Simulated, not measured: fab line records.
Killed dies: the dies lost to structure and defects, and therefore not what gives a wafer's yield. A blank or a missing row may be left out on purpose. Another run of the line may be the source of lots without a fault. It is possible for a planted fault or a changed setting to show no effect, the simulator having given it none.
Struck lot and sound lot, side by side    flow n5Finfet    37 out of 1938 route steps
Sound: the wafers L692.2, L692.3, L692.6. Struck: wafers L701.4, L701.5. (L701.3 of the same lot was not struck and is left out.) The cause comes at the end.
Per side, at each step with rows, come the tool, then ch with its chambers, and then its first start. Under that, the readings that differ: sound wafers    struck wafers    difference of the means    sigmas: that difference in standard deviations of wafers without a fault.
alike: same words and numbers on both sides, and readings whose means sit less than 2 such deviations apart. not compared: any withheld reading, any reading some wafer has no value for, any bound like >300 that may hide the same value, and any number with overlapping values for which the record gives no deviation.
Wherever a step has rows on one side only, a row that says differs or no value, or a row with sigmas, the two part there. Numbers that don't overlap but have no deviation are shown without sigmas and don't part them. Lack of a reading on every wafer of one side parts them only where that side has two or more wafers.

first, 8 steps without rows for these wafers: N5_MOL_CONTACT_COAG_PRECLEAN_138 (cleans in alkaline clean, time 60 s); N5_MOL_CONTACT_COAG_SRD_139 (time 30 s); N5_MOL_CONTACT_COAG_PRE_CLEAN_121; N5_MOL_CONTACT_COAG_CVD_140 (deposits W, target thk 66.5 nm, time 215 s); N5_MOL_CONTACT_COAG_PRECLEAN_127 (cleans in DIW, time 57.5 s); N5_MOL_CONTACT_COAG_SRD_128 (dry time 32 s); N5_MOL_CONTACT_COAG_CMP_52 (polishes, stops on SiO2, t overpolish 1.5 s, target thk 66.5 nm); N5_MOL_CONTACT_COAG_ANNEAL_112 (time 1800 s).
N5_BEOL_M0_SAQP_PECVD_00: deposits SiCN from 3MS/NH3, target thk 8 nm, time 14 s.
  sound on pecvd-03 ch 0,1,2, day 6 20:53; struck on pecvd-03 ch 0, day 8 21:31
reading                                         sound    struck   difference  sigmas
model.SiCN_of_BEOL_M0_SAQP_PECVD_00.thkNm (nm)  7.8 8 8  5.4 5.4  -2.5        
  alike: chamberPressureTorr, showerheadPlenumPTorr, throttleValvePct
then, 25 steps without rows for these wafers: N5_BEOL_M0_SAQP_ILD_DEP_01 (deposits SiOC from DEMS/O2, target thk 45.419 nm, time 8.7 s); N5_BEOL_M0_SAQP_HM_DEP_02 (deposits TiN, target thk 12 nm); N5_BEOL_M0_SAQP_PECVD_03 (deposits SiCN from 3MS/NH3, target thk 12 nm, time 21.1 s); N5_BEOL_M0_SAQP_PECVD_96 (deposits a-Si from SiH4/He, target thk 45 nm, time 45.2 s); N5_BEOL_M0_SAQP_PECVD_97 (deposits SiNx from SiH4/NH3/N2, target thk 23 nm, time 19.9 s); N5_BEOL_M0_SAQP_PECVD_04 (deposits a-Si from SiH4/He, target thk 60 nm, time 60.2 s); N5_BEOL_M0_SAQP_HM_DEP_111 (deposits SiO2 from SiH4/N2O, target thk 12 nm, time 7.2 s); N5_BEOL_M0_SAQP_COAT_81 (time 60 s, resist thk 100 nm); N5_BEOL_M0_SAQP_COAT_82 (time 60 s, resist thk 30 nm); N5_BEOL_M0_SAQP_COAT_08 (resist thk 90 nm); N5_BEOL_M0_SAQP_EBR_10; N5_BEOL_M0_SAQP_SOFTBAKE_09 (time 60 s); N5_BEOL_M0_SAQP_EXPOSE_11 (exposes mask M0 CORE, target cd 42 nm); N5_BEOL_M0_SAQP_PEB_12 (peb time 60 s); N5_BEOL_M0_SAQP_DEVELOP_13 (develop time 30 s); N5_BEOL_M0_SAQP_DESCUM_19 (chemistry O2, time 7.9 s); N5_BEOL_M0_SAQP_ETCH_83 (etches SiARC in CF4, target depth 39 nm, time 65 s); N5_BEOL_M0_SAQP_ETCH_84 (etches SOC in N2/H2, target depth 100 nm, overetch 20 nm, time 150 s); N5_BEOL_M0_SAQP_STRIP_80 (strips in N2/H2); N5_BEOL_M0_SAQP_HM_OPEN_112 (chemistry CHF3/O2, target SiO2, stops on a-Si, target depth 12 nm, time 13.5 s); N5_BEOL_M0_SAQP_STRIP_113 (strips in CHF3/O2); N5_BEOL_M0_SAQP_MANDREL_ETCH_20 (etches a-Si in HBr/Cl2, stops on SiNx, target depth 60 nm, bt time 10 s, time 30 s); N5_BEOL_M0_SAQP_STRIP_86 (strips in N2/H2); N5_BEOL_M0_SAQP_STRIP_115 (strips in post etch residue remover, time 60 s); N5_BEOL_M0_SAQP_SRD_93 (time 30 s).
N5_BEOL_M0_ETCH_109: etches SiCN in CH3F/O2, target depth 8 nm, overetch 2.4 nm, time 27.4 s.
  sound on rieDiel-06 ch 2,3, day 7 08:06; struck on rieDiel-06 ch 2,3, day 9 11:16
reading                  sound              struck       difference  sigmas
oesProductAu (a.u.)      0.75 0.62 0.76     0.50 0.60    -0.16       -2
model.etch.depthNm (nm)  7.861 7.964 8.054  5.437 5.438  -2.522      
  alike: chamberPressureMTorr, drypumpMotorCurrentA, rfVppV, showerheadPlenumPTorr, throttleValvePct
  not compared: rfHoursCounterH
N5_BEOL_M0_RS_MEAS_126: a four-point-probe measurement.
  sound on filmMetro-01, day 7 10:33; struck on filmMetro-01, day 9 14:23
reading         sound              struck       difference  sigmas
M0_RS (ohm/sq)  0.504 0.552 0.509  0.563 0.591  +0.055      +3
N5_BEOL_M4_RC_MEAS_101:
  sound on prober-01 ch 0, day 9 06:51; struck on prober-02 ch 0, day 11 09:11
  alike: DIBL_N, DIBL_P, IOFF_N, IOFF_P, ION_N, ION_P, SS_N, SS_P, VT_N, VT_P

## WHERE THEY PART
First at N5_BEOL_M0_ETCH_109; last, within this record, at N5_BEOL_M0_RS_MEAS_126. Later steps at which nothing parts them and some readings are alike: N5_BEOL_M4_RC_MEAS_101.

WHY: what the simulator had put in
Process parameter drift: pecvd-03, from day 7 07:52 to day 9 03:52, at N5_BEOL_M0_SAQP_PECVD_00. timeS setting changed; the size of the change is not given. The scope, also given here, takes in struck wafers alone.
